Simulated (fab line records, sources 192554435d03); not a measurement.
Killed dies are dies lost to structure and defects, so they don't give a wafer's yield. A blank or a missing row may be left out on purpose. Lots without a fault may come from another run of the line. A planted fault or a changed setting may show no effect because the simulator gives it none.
Problem report in the 8D (eight disciplines) form, filled by code | flow n5_finfet | the parts of the form that need people (team, actions taken, sign-off) are left out

1. THE PROBLEM
trench_depth_nm at N5_BEOL_M8_OCD_MEAS_38 reads a mean of 153.3 nm on 1 wafer of 1 lot; wafers without a fault read 92.8 nm with a standard deviation of 1.4. That is +43 standard deviations from the usual mean.
First seen on wafer L505.4, day 12 20:28, on ocd-01. The record holds 24 wafers of 8 lots with a number at this step. Rule for "out", or "out of limits": more than 4 standard deviations from the usual mean. The other wafers with a number count as sound.

2. WHAT IT IS AND WHAT IT IS NOT
question                    | is                | is not
which readings at this step | trench_depth_nm   | -
which lots                  | L505              | L494, L496, L498, L513, L515, L516, L517
which wafers of those lots  | L505.4            | L505.2, L505.3
read on which gauges        | ocd-01            | ocd-02
when                        | from day 12 20:28 | up to then (11 sound wafers); but 12 sound wafers of L513, L515, L516, L517 came after

3. SUSPECTS, AND WHAT RULES EACH OUT
Counting: a tool at a process step up to the reading stays a suspect if it ran every lot that is out. Sound lots after the first of them don't rule it out here, since some wafers of a struck lot are sound.
- the gauge at N5_BEOL_M8_OCD_MEAS_38: ruled out. All the wafers that are out were read on ocd-01, but those of them that N5_BEOL_M8_TRENCH_ETCH_37 has rows for are out there too, on other tools.
- rie_diel-06 at N5_BEOL_M8_ETCH_72 (etches underlayer in N2/H2, target depth 6.5 nm, time 5.2 s): kept. It ran the lot that is out, L505 (day 12 20:05); its last sound lot up to then is L498 (day 10 12:46).
- rie_diel-06 at N5_BEOL_M8_TRENCH_ETCH_37 (etches SiCOH lowk in C4F6/O2, target depth 93.478 nm, time 31.2 s): kept. It ran the lot that is out, L505 (day 12 20:19); its last sound lot up to then is L498 (day 10 13:00). Its own readings are out on those wafers: run_length_s.
- Within rie_diel-06 at N5_BEOL_M8_ETCH_72: the wafers that are out ran in chamber 0; their sound lot-mates ran in chambers 1, 2.
- Within rie_diel-06 at N5_BEOL_M8_TRENCH_ETCH_37: the wafers that are out ran in chamber 0; their sound lot-mates ran in chambers 1, 2.
Left after counting: rie_diel-06 at N5_BEOL_M8_ETCH_72, rie_diel-06 at N5_BEOL_M8_TRENCH_ETCH_37.

4. THE CAUSE (what the simulator had put in)
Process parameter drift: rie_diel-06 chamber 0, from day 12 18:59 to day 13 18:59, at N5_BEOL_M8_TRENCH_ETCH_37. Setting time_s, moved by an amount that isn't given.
Counting left 2 suspects, and this tool is among them.

5. THE CHAIN OF EFFECTS, in route order
Each row: a reading whose mean over the struck wafers that have a number lies more than 3 standard deviations from the usual. Only readings for which the record gives a usual standard deviation are gone through. hours: the time from each lot's start at the first step in this table that gives one to its start at this step, as a median over the lots. sigmas: the change in usual standard deviations.
hours | step                      | reading              | usual        | on struck wafers | change | sigmas
0     | N5_BEOL_M8_TRENCH_ETCH_37 | run_length_s         | 54.6 s       | 74.6             | +20.0  | +43
0     | N5_BEOL_M8_OCD_MEAS_38    | trench_depth_nm      | 92.8 nm      | 153.3            | +60.5  | +43
2     | N5_BEOL_M8_THK_MEAS_53    | M8_THK               | 79.1 nm      | 140.3            | +61.2  | +34
2     | N5_BEOL_M8_RS_MEAS_57     | M8_RS                | 0.290 ohm/sq | 0.152            | -0.138 | -18
74    | N5_PASSIVATION_PROBE_49   | defect_limited_yield | 91.3 %       | 26.1             | -65.2  | -43
74    | N5_PASSIVATION_PROBE_49   | killed_at_M4_up      | 13           | 786              | +773   | +99 or more
74    | N5_PASSIVATION_PROBE_49   | killed_dies          | 103          | 872              | +769   | +45
74    | N5_PASSIVATION_PROBE_49   | killed_on_rim        | 14           | 80               | +66    | +16
74    | N5_PASSIVATION_PROBE_49   | sort_n_pass          | 1077         | 308              | -769   | -45
74    | N5_PASSIVATION_PROBE_49   | sort_yield_pct       | 91.3 %       | 26.1             | -65.2  | -43
The process steps in it:
- N5_BEOL_M8_TRENCH_ETCH_37: etches SiCOH lowk in C4F6/O2, target depth 93.478 nm, time 31.2 s.
- N5_PASSIVATION_PROBE_49

6. WHAT WOULD HAVE CAUGHT IT SOONER
In this record the first reading out of limits at a measuring or inspecting step was taken at day 12 20:28, 1 hour after the fault began at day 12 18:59.
The tool's own readings at N5_BEOL_M8_TRENCH_ETCH_37 were out on every struck wafer that the step has a row for (run_length_s): an alarm limit on them would have fired on the first of those.
All the lots that are out (1) had begun N5_BEOL_M8_TRENCH_ETCH_37 on rie_diel-06 by day 12 20:28. A hold on the tool at that time would have spared none of them.
